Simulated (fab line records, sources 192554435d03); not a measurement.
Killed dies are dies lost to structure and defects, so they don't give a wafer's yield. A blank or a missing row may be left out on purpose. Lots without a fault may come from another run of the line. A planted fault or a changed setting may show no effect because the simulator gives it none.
fab line records | flow n5_finfet
record lots=8 wafers=24 last_day=17
route steps=1938 shown FIN_SAQP@94 BEOL_M4@1111 PASSIVATION@1936
lots that met no fault: from a run of the same line without faults
start_h: hours from the record's first day to the start of the lot's first wafer shown | wait_h: hours since the lot's step before | " the same as in the row above | L1.1+2: a row that stands for several wafers | - no value, or no start given | * or withheld: withheld | < > ~ a bound
route shown NAME@n: a module of which the file shows steps, and the number in the route of the first | usual: mean/standard deviation of fault-free wafers | same: alike in all rows | chamber/n: place in a boat | sites: the reading at each site | _std_site: their standard deviation | _edge_site: outer sites' mean less inner sites' | radius_mm: how far each site lies from the wafer's centre | mask NAME#n: copy n | behind: the tool/chamber that last shaped the wafer | hold: why the lot was held/for how many hours/how that ended | device: the transistor (n, p or np) that didn't switch | end of line: the same wafers' tests at the end of the route | a step without rows: its recipe alone | killed: dies lost to structure and defects at the first sort, not the wafer's yield | map: a wafer's dies, x killed, . not, _ none there
set.NAME: the setting as run; set.NAME@STEP: as run at that earlier step | model.NAME: the simulator's own value behind a step, which no gauge read
steps of the route over a sample of lots; a table a step, a row a wafer
services: from which hour (start_h, from the record's first day; less than 0 if before it) a tool's chamber was out of use, for how many hours, and why
## steps
# step N5_FIN_SAQP_ALD_61
# recipe material=SiO2 target_thk_a=40 temp_c=300 ald_precursor_family=BDEAS ald_co_reactant=O2-plasma pulse_time_s=1 purge_time_s=2 co_reactant_purge_time_s=2 ald_cycles=43 pressure_torr=2
# usual heater_power_outer_w=262/23 heater_power_w=466/36 precursor_pulse_height_rel=1.000/0.021
# same ald_cycles=43
# columns lot.wafer tool chamber start_h wait_h heater_power_outer_w heater_power_w precursor_pulse_height_rel since_wet_clean_h
L882.3 ald_sin-02 1 32.60 0.0 245 422 1.018 313
L882.4 " 3 " " 278 464 1.015 313
L882.6 " 3 " " 285 462 0.979 -
L883.4 ald_sin-01 2 38.99 0.1 287 525 0.973 137
L883.5 " 3 " " 293 523 0.956 -
L883.6 " 0 " " 255 466 1.007 -
L887.3 ald_sin-03 2 64.53 1.2 274 490 0.974 55
L887.5 " 3 " " 280 496 1.051 -
L887.6 " 2 " " 284 486 1.007 -
L894.2 ald_sin-01 0 104.77 0.0 260 456 1.002 202
L894.4 " 2 " " 302 533 0.987 202
L894.6 " 1 " " 263 430 0.980 -
L895.2 ald_sin-03 1 110.52 0.0 249 455 0.971 101
L895.3 " 2 " " 275 490 1.007 101
L895.6 " 1 " " 249 468 0.979 -
L900.1 ald_sin-02 2 142.82 0.0 205 382 1.007 43
L900.5 " 0 " " 228 424 1.005 -
L900.6 " 3 " " 276 447 0.989 -
L901.2 ald_sin-03 0 146.58 0.5 274 505 1.000 137
L901.5 " 2 " " 282 483 1.012 -
L901.6 " 1 " " 253 481 1.011 -
L902.1 ald_sin-02 0 152.63 0.0 232 440 1.015 53
L902.2 " 2 " " 203 388 0.995 53
L902.3 " 3 " " 272 447 1.000 53
# step N5_FIN_SAQP_THK_MEAS_07
# usual thk_nm=59.8/0.81
# columns lot.wafer tool chamber start_h wait_h thk_nm
L882.3 film_metro-01 - 33.31 0.1 58.0
L882.4 " - " " 59.9
L882.6 " - " " 58.2
L883.4 film_metro-01 - 39.72 0.0 60.4
L883.5 " - " " 60.4
L883.6 " - " " 60.9
L887.3 film_metro-01 - 65.24 0.1 60.3
L887.5 " - " " 60.1
L887.6 " - " " 61.6
L894.2 film_metro-01 - 105.48 0.1 59.1
L894.4 " - " " 59.5
L894.6 " - " " 60.5
L895.2 film_metro-01 - 111.32 0.1 58.7
L895.3 " - " " 58.8
L895.6 " - " " 59.4
L900.1 film_metro-02 - 143.54 0.1 60.3
L900.5 " - " " 60.6
L900.6 " - " " 61.8
L901.2 film_metro-02 - 147.29 0.1 58.3
L901.5 " - " " 59.7
L901.6 " - " " 59.4
L902.1 film_metro-01 - 153.34 0.1 59.4
L902.2 " - " " 59.1
L902.3 " - " " 59.0
# step N5_FIN_SAQP_DESCUM_21
# recipe chemistry=O2 time_s=7.9 source_power_w=50 bias_power_w=20 pressure_mtorr=20 rf_frequency_hz=2.712e+07 temp_c=40 resist=CAR-ArF o2_flow_sccm=225
# usual drypump_motor_current_A=5.7/0.47 oes_product_au=0.75/0.051 rf_fwd_power_W=49.38/0.25 rf_vpp_V=242.8/0.98 showerhead_plenum_p_Torr=2.072/0.028 throttle_valve_pct=20.49/0.21
# columns lot.wafer tool chamber start_h wait_h drypump_motor_current_A oes_product_au rf_fwd_power_W rf_hours_counter_h rf_vpp_V showerhead_plenum_p_Torr throttle_valve_pct
L882.3 rie_diel-01 3 33.77 0.0 4.8 0.78 49.68 135 243.4 2.092 20.48
L882.4 " 3 " " 4.8 0.78 49.32 - 242.7 2.091 20.47
L882.6 " 2 " " 5.7 0.71 49.16 - 243.8 2.071 20.77
L883.4 rie_diel-01 1 40.19 0.0 5.7 0.71 49.45 - 243.4 2.081 20.48
L883.5 " 3 " " 4.8 0.77 49.45 - 242.9 2.090 20.48
L883.6 " 2 " " 5.7 0.70 49.13 - 241.0 2.070 20.77
L887.3 rie_diel-05 3 65.79 0.1 5.7 0.74 49.95 172 242.6 2.085 20.79
L887.5 " 1 " " 6.0 0.73 49.05 - 241.6 2.072 20.45
L887.6 " 2 " " 5.2 0.76 49.34 - 241.5 2.011 20.44
L894.2 rie_diel-05 1 106.06 0.0 6.0 0.72 48.93 229 241.7 2.066 20.48
L894.4 " 0 " " 5.1 0.69 49.60 211 243.5 2.083 20.42
L894.6 " 2 " " 5.1 0.75 49.49 - 241.4 2.005 20.47
L895.2 rie_diel-01 2 111.91 0.0 5.7 0.68 48.92 240 242.9 2.059 20.79
L895.3 " 1 " " 5.7 0.69 49.63 215 242.2 2.073 20.52
L895.6 " 1 " " 5.7 0.70 49.74 - 242.2 2.073 20.55
L900.1 rie_diel-01 3 144.00 0.0 4.8 0.74 49.31 181 243.7 2.076 20.54
L900.5 " 1 " " 5.7 0.69 49.28 - 244.5 2.071 20.53
L900.6 " 3 " " 4.8 0.74 49.55 - 243.8 2.076 20.55
L901.2 rie_diel-05 2 148.39 0.5 5.2 0.74 49.51 162 240.4 2.000 20.49
L901.5 " 3 " " 5.8 0.71 49.50 - 244.0 2.074 20.83
L901.6 " 2 " " 5.2 0.74 49.49 - 241.0 2.000 20.49
L902.1 rie_diel-01 1 153.80 0.0 5.7 0.69 49.56 225 244.2 2.069 20.55
L902.2 " 0 " " 6.5 0.88 49.10 37 242.1 2.048 20.01
L902.3 " 3 " " 4.8 0.74 49.81 185 244.2 2.074 20.56
# step N5_FIN_SAQP_ETCH_52
# recipe chemistry=N2/H2 target=SOC target_depth_a=1000 overetch_a=200 mask_material=SiARC temp_c=40 time_s=150 ion_energy_ev=200 pressure_mtorr=30 source_w=840 bias_w=150 n2_flow_sccm=200 h2_flow_sccm=200 ends=end_point
# usual bias_w=150.0/0.46 chamber_pressure_mTorr=30.000/0.029 drypump_motor_current_A=5.7/0.47 oes_product_au=0.67/0.042 rf_fwd_power_W=836.3/2.7 rf_vpp_V=523.2/1.3 showerhead_plenum_p_Torr=2.52/0.035 throttle_valve_pct=17.89/0.22
# columns lot.wafer tool chamber start_h wait_h bias_w chamber_pressure_mTorr drypump_motor_current_A oes_product_au rf_fwd_power_W rf_hours_counter_h rf_vpp_V showerhead_plenum_p_Torr throttle_valve_pct
L882.3 rie_diel-01 3 33.86 0.0 150.0 30.008 4.8 0.69 837.0 135 524.1 2.55 17.99
L882.4 " 3 " " 149.6 29.970 4.8 0.70 836.6 - 524.2 2.55 17.99
L882.6 " 2 " " 150.2 30.011 5.7 0.64 835.1 - 524.0 2.52 18.13
L883.4 rie_diel-01 1 40.31 0.0 150.2 30.007 5.7 0.65 835.6 - 524.2 2.52 17.92
L883.5 " 3 " " 150.1 29.983 4.8 0.70 832.7 - 524.0 2.55 17.99
L883.6 " 2 " " 149.3 29.987 5.7 0.64 832.6 - 522.6 2.52 18.12
L887.3 rie_diel-05 3 65.88 0.0 150.5 29.963 5.8 0.66 838.0 172 524.0 2.53 18.11
L887.5 " 1 " " 150.5 29.951 6.0 0.65 834.8 - 523.8 2.51 17.75
L887.6 " 2 " " 149.4 29.945 5.1 0.68 837.1 - 522.3 2.45 17.87
L894.2 rie_diel-05 1 106.15 0.0 - - - - - - - - -
L894.4 " 0 " " - - - - - - - - -
L894.6 " 2 " " - - - - - - - - -
L895.2 rie_diel-01 2 112.00 0.0 - - - - - - - - -
L895.3 " 1 " " - - - - - - - - -
L895.6 " 1 " " - - - - - - - - -
L900.1 rie_diel-01 3 144.09 0.0 149.7 30.030 4.8 0.66 834.1 181 523.7 2.53 18.08
L900.5 " 1 " " 149.1 29.964 5.7 0.63 833.8 - 523.4 2.51 17.98
L900.6 " 3 " " 149.1 30.019 4.8 0.67 837.7 - 524.5 2.53 18.06
L901.2 rie_diel-05 2 148.48 0.0 150.2 30.033 5.2 0.65 836.7 162 520.3 2.44 17.96
L901.5 " 3 " " 150.2 30.032 5.8 0.64 839.0 - 523.4 2.51 18.19
L901.6 " 2 " " 150.5 30.042 5.1 0.65 835.7 - 520.6 2.44 17.93
L902.1 rie_diel-01 1 153.89 0.0 149.7 29.973 5.8 0.62 839.2 225 523.6 2.51 17.98
L902.2 " 0 " " 150.6 29.947 6.6 0.78 833.8 37 522.8 2.49 17.39
L902.3 " 3 " " 150.1 29.964 4.8 0.66 839.7 185 524.7 2.53 18.06
# step N5_FIN_SAQP_HM_OPEN_73
# recipe chemistry=CHF3/O2 target=SiO2 stop_on=a-Si target_depth_a=120 over_etch_frac=1.8 mask_material=SOC time_s=16.8 pressure_mtorr=30 source_w=650 bias_w=170 Ar_flow_sccm=200 CHF3_flow_sccm=50 O2_flow_sccm=5 ion_energy_ev=200 ends=end_point
# usual bias_w=170.0/0.48 drypump_motor_current_A=5.7/0.47 oes_product_au=0.451/0.028 rf_fwd_power_W=644.7/2.5 rf_vpp_V=524/3.8 showerhead_plenum_p_Torr=2.39/0.033 throttle_valve_pct=18.89/0.23
# same over_etch_frac=1.8
# columns lot.wafer tool chamber start_h wait_h bias_w drypump_motor_current_A oes_product_au rf_fwd_power_W rf_hours_counter_h rf_vpp_V showerhead_plenum_p_Torr throttle_valve_pct
L882.3 rie_diel-01 3 33.97 0.0 169.9 4.8 0.472 642.7 135 528 2.42 18.94
L882.4 " 3 " " 170.4 4.8 0.474 647.6 - 529 2.42 18.95
L882.6 " 2 " " 169.4 5.7 0.427 643.1 - 519 2.39 19.20
L883.4 rie_diel-01 1 40.40 0.0 170.9 5.7 0.437 644.4 - 528 2.39 18.84
L883.5 " 3 " " 170.0 4.8 0.468 645.3 - 528 2.42 18.94
L883.6 " 2 " " 169.7 5.7 0.430 641.0 - 521 2.39 19.21
L887.3 rie_diel-05 3 65.99 0.0 170.6 5.7 0.445 648.8 172 522 2.40 19.18
L887.5 " 1 " " 169.5 6.0 0.441 639.2 - 528 2.39 18.84
L887.6 " 2 " " 170.6 5.2 0.461 646.6 - 525 2.32 18.85
L894.2 rie_diel-05 1 106.26 0.0 170.4 6.0 0.265 642.4 229 527 2.38 18.84
L894.4 " 0 " " 169.9 5.1 0.262 645.6 211 516 2.39 18.72
L894.6 " 2 " " 170.5 5.1 0.275 645.3 - 525 2.31 18.82
L895.2 rie_diel-01 2 112.10 0.0 170.2 5.7 0.265 643.5 240 522 2.38 19.22
L895.3 " 1 " " 170.0 5.7 0.258 645.9 215 526 2.38 18.85
L895.6 " 1 " " 170.7 5.7 0.262 645.2 - 527 2.38 18.86
L900.1 rie_diel-01 3 144.20 0.0 169.5 4.8 0.446 647.2 181 527 2.40 19.01
L900.5 " 1 " " 170.3 5.7 0.424 643.5 - 529 2.37 18.89
L900.6 " 3 " " 169.9 4.8 0.451 645.1 - 527 2.40 18.99
L901.2 rie_diel-05 2 148.59 0.0 169.4 5.1 0.432 644.9 162 525 2.31 18.87
L901.5 " 3 " " 168.8 5.7 0.431 646.6 - 522 2.39 19.22
L901.6 " 2 " " 170.7 5.2 0.434 645.6 - 522 2.31 18.89
L902.1 rie_diel-01 1 154.00 0.0 170.2 5.7 0.415 642.8 226 529 2.37 18.90
L902.2 " 0 " " 170.3 6.5 0.523 642.3 37 526 2.36 18.37
L902.3 " 3 " " 169.0 4.8 0.445 647.3 185 527 2.40 19.02
# step N5_FIN_SAQP_CD_MEAS_27
# recipe target_cd_nm=20 landing_energy_ev=1000 detector=se_inlens polarity=line
# usual cd_nm=20.28/0.22
# columns lot.wafer tool chamber start_h wait_h cd_nm
L882.3 cd_sem-02 0 35.78 0.1 20.10
L882.4 " 0 " " 20.61
L882.6 " 0 " " 20.47
L883.4 cd_sem-01 0 42.55 0.1 20.53
L883.5 " 0 " " 20.48
L883.6 " 0 " " 20.25
L887.3 cd_sem-01 0 68.14 0.1 20.01
L887.5 " 0 " " 20.60
L887.6 " 0 " " 19.91
L894.2 cd_sem-02 0 108.22 0.1 -
L894.4 " 0 " " -
L894.6 " 0 " " -
L895.2 cd_sem-02 0 113.98 0.1 -
L895.3 " 0 " " -
L895.6 " 0 " " -
L900.1 cd_sem-03 0 146.05 0.1 20.20
L900.5 " 0 " " 20.10
L900.6 " 0 " " 20.44
L901.2 cd_sem-01 0 150.98 0.1 19.68
L901.5 " 0 " " 20.29
L901.6 " 0 " " 20.07
L902.1 cd_sem-02 0 155.84 0.1 20.29
L902.2 " 0 " " 20.29
L902.3 " 0 " " 19.95
# step N5_BEOL_M4_RC_MEAS_101
# usual DIBL_N=36.5/1.4 DIBL_P=36.5/1.6 IOFF_N=0.163/0.022 IOFF_P=0.219/0.029 ION_N=675/8.3 ION_P=464/6.2 SS_N=71.5/0.52 SS_P=73.4/0.57 VT_N=249.7/2.6 VT_P=-250/3
# columns lot.wafer tool chamber start_h wait_h DIBL_N[mV/V] DIBL_P[mV/V] IOFF_N[nA/um] IOFF_P[nA/um] ION_N[uA/um] ION_P[uA/um] SS_N[mV/dec] SS_P[mV/dec] VT_N[mV] VT_P[mV]
L882.3 prober-01 0 183.48 0.3 37.4 38.1 0.189 0.216 673 455 72.7 73.7 247.7 -251
L882.4 " 0 " " 34.2 34.8 0.134 0.174 666 453 71.4 73.3 251.4 -255
L882.6 " 0 " " 36.5 38.0 0.174 0.213 676 461 72.3 73.4 250.6 -251
L883.4 prober-02 0 196.10 0.5 35.5 37.1 0.148 0.205 671 465 71.2 73.5 253.1 -252
L883.5 " 0 " " 36.6 38.6 0.168 0.224 675 460 71.8 73.5 249.6 -252
L883.6 " 0 " " 34.2 34.9 0.125 0.172 659 456 70.9 72.6 253.6 -254
L887.3 prober-01 0 213.32 0.3 36.9 36.2 0.172 0.197 666 454 72.1 73.3 251.5 -250
L887.5 " 0 " " 35.8 35.2 0.154 0.188 666 454 70.6 73.4 250.5 -251
L887.6 " 0 " " 36.2 36.4 0.173 0.200 682 462 71.4 73.0 249.3 -251
L900.1 prober-02 0 290.68 0.0 38.5 38.0 0.175 0.240 681 464 71.3 74.3 250.5 -247
L900.5 " 0 " " 38.7 37.9 0.184 0.244 666 460 71.4 74.3 248.6 -248
L900.6 " 0 " " 38.1 37.6 0.174 0.248 685 471 71.4 74.0 247.6 -247
L901.2 prober-01 0 298.36 0.2 35.9 37.2 0.158 0.203 675 467 71.4 73.2 251.6 -253
L901.5 " 0 " " 34.6 35.2 0.136 0.166 668 458 70.9 73.3 251.9 -258
L901.6 " 0 " " 36.0 37.6 0.166 0.203 682 463 71.8 73.5 249.8 -252
L902.1 prober-02 0 310.36 0.0 35.7 37.9 0.170 0.230 681 472 72.5 73.4 250.1 -248
L902.2 " 0 " " 33.3 34.6 0.127 0.184 675 467 71.0 72.6 252.1 -251
L902.3 " 0 " " 35.0 36.6 0.151 0.217 675 465 71.1 73.3 250.0 -249
# step N5_PASSIVATION_PROBE_49
# usual defect_limited_yield=91.2/1.6 killed_at_M0_to_M3=33/11 killed_at_M4_up=15/6.2 killed_at_contacts=15/7.1 killed_at_front_end=38/12 killed_at_other=4/3.5 killed_dies=104/19 killed_on_rim=14/4 killed_open=69/14 killed_short=34/8.5 sort_bin_5_function=5.2/0.99 sort_bin_6_memory=3.3/0.77 sort_n_pass=1076/19 sort_yield_pct=91.2/1.6
# same gross_dies=1180 killed_at_back_side=0 sort_bin_4_leakage[%]=0 sort_bin_8_speed[%]=0
# columns lot.wafer tool chamber start_h wait_h defect_limited_yield[%] killed_at_M0_to_M3 killed_at_M4_up killed_at_contacts killed_at_front_end killed_at_other killed_dies killed_on_rim killed_open killed_short sort_bin_5_function[%] sort_bin_6_memory[%] sort_n_pass sort_yield_pct[%]
L894.2 prober-02 - 375.17 0.1 0 42 4 23 1111 0 1180 152 68 38 96.7 3.0 0 0
L894.4 prober-02 - 375.27 0.2 0 28 13 13 1122 4 1180 152 59 34 97.1 2.3 0 0
L894.6 prober-02 - 375.37 0.3 0 42 7 13 1118 0 1180 152 74 29 97.1 2.4 0 0
L895.2 prober-02 - 378.37 0.1 0 66 7 6 1100 1 1180 152 62 41 96.4 3.3 0 0
L895.3 prober-02 - 378.42 0.1 0 40 12 23 1103 2 1180 152 71 34 96.2 3.5 0 0
L895.6 prober-02 - 378.57 0.3 0 49 10 21 1100 0 1180 152 74 32 96.2 3.4 0 0
# killed by level:class
L894.2 FIN_SAQP:area_etch=1072 MOL_CONTACT_COAG:geometric_particle:open=20 BEOL_M0_SAQP:geometric_particle:short=12 BEOL_M0_SAQP:geometric_particle:open=10 FIN_SAQP:geometric_particle:open=8 GATE_CUT:geometric_particle:short=7 BEOL_M2:geometric_particle:open=7 BEOL_M3:geometric_particle:open=7
L894.4 FIN_SAQP:area_etch=1087 MOL_CONTACT_COAG:geometric_particle:open=11 FIN_SAQP:geometric_particle:open=7 GATE_CUT:geometric_particle:short=7 BEOL_M0_SAQP:geometric_particle:short=7 GATE_CUT:geometric_particle:open=6 BEOL_M0_SAQP:geometric_particle:open=6 BEOL_M4:geometric_particle:open=6
L894.6 FIN_SAQP:area_etch=1076 BEOL_M0_SAQP:geometric_particle:open=16 MOL_CONTACT_COAG:geometric_particle:open=11 FIN_SAQP:geometric_particle:open=10 STI_FIN_REVEAL:geometric_particle:open=8 BEOL_M0_SAQP:geometric_particle:short=8 FIN_SAQP:geometric_particle:short=7 BEOL_M3:geometric_particle:open=7
L895.2 FIN_SAQP:area_etch=1077 BEOL_M0_SAQP:geometric_particle:short=19 BEOL_M0_SAQP:geometric_particle:open=16 BEOL_M3:geometric_particle:open=13 BEOL_M3:geometric_particle:short=8 FIN_SAQP:geometric_particle:open=6 BEOL_M4:geometric_particle:open=5 MOL_CONTACT_COAG:geometric_particle:open=4
L895.3 FIN_SAQP:area_etch=1075 MOL_CONTACT_COAG:geometric_particle:open=18 BEOL_M3:geometric_particle:open=10 BEOL_M0_SAQP:geometric_particle:short=10 STI_FIN_REVEAL:geometric_particle:open=9 BEOL_M2:geometric_particle:open=8 GATE_CUT:geometric_particle:short=6 MOL_CONTACT_COAG:geometric_particle:short=5
L895.6 FIN_SAQP:area_etch=1074 BEOL_M0_SAQP:geometric_particle:short=20 MOL_CONTACT_COAG:geometric_particle:open=17 BEOL_M3:geometric_particle:open=13 STI_FIN_REVEAL:geometric_particle:open=11 BEOL_M0_SAQP:geometric_particle:open=11 FIN_SAQP:geometric_particle:open=5 BEOL_M4:geometric_particle:open=5
## services
# columns tool chamber start_h hours kind
ald_sin-03 0 9.87 - clean
ald_sin-03 1 9.87 - clean
ald_sin-03 2 9.87 - clean
ald_sin-03 3 9.87 - clean
ald_sin-02 - 9.95 6.1 pm
rie_diel-05 - 27.59 0.6 repair
rie_diel-01 0 32.52 - clean
rie_diel-01 0 32.52 - consumable_replace:focus_ring
rie_diel-01 0 32.52 25.5 scheduled_down
rie_diel-01 0 32.52 25.5 vent_cycle
rie_diel-05 1 35.20 6.2 repair
rie_diel-01 1 50.00 2.5 repair
rie_diel-05 0 62.35 5.0 repair
ald_sin-01 - 81.84 0.7 repair
ald_sin-02 - 85.65 14.0 pm
ald_sin-02 0 85.65 14.0 vent_cycle
rie_diel-01 1 88.68 15.3 repair
ald_sin-02 - 108.99 2.8 pm
rie_diel-01 1 126.77 8.7 repair
rie_diel-01 2 136.93 - clean
rie_diel-01 2 136.93 - consumable_replace:focus_ring
rie_diel-01 2 136.93 22.3 scheduled_down
rie_diel-01 2 136.93 22.3 vent_cycle
rie_diel-05 0 141.50 9.7 repair
## key
first_sign step=N5_FIN_SAQP_ETCH_52 reading=tool_record direction=missing
effect step=N5_FIN_SAQP_HM_OPEN_73 reading=oes_product_au direction=down sigmas=6.5 usual=0.451 struck=0.265
effect step=N5_FIN_SAQP_CD_MEAS_27 reading=cd_nm direction=missing
effect step=N5_PASSIVATION_PROBE_49 reading=sort_bin_5_function direction=up sigmas=92 usual=5.2 struck=96.6
more_kills_born_at N5_FIN_SAQP_ETCH_52@rie_diel-05=3235 N5_FIN_SAQP_ETCH_52@rie_diel-01=3226
met_at N5_FIN_SAQP_ETCH_52
struck_lots L894,L895
later_rows_left_out L894.2,L894.4,L894.6,L895.2,L895.3,L895.6
not_acting_at N5_FIN_SAQP_ALD_61,N5_FIN_SAQP_THK_MEAS_07,N5_FIN_SAQP_DESCUM_21
onset_between 65.88 106.15
fault kind=skipped_step_whole tool=rie_diel-01,rie_diel-05 chamber=- onset_h=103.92 steps=N5_FIN_SAQP_ETCH_52 scope=struck_lots_only
# later_rows_left_out: the simulator's readings of these wafers behind a module that went badly wrong aren't trusted and aren't shown, but for the sort
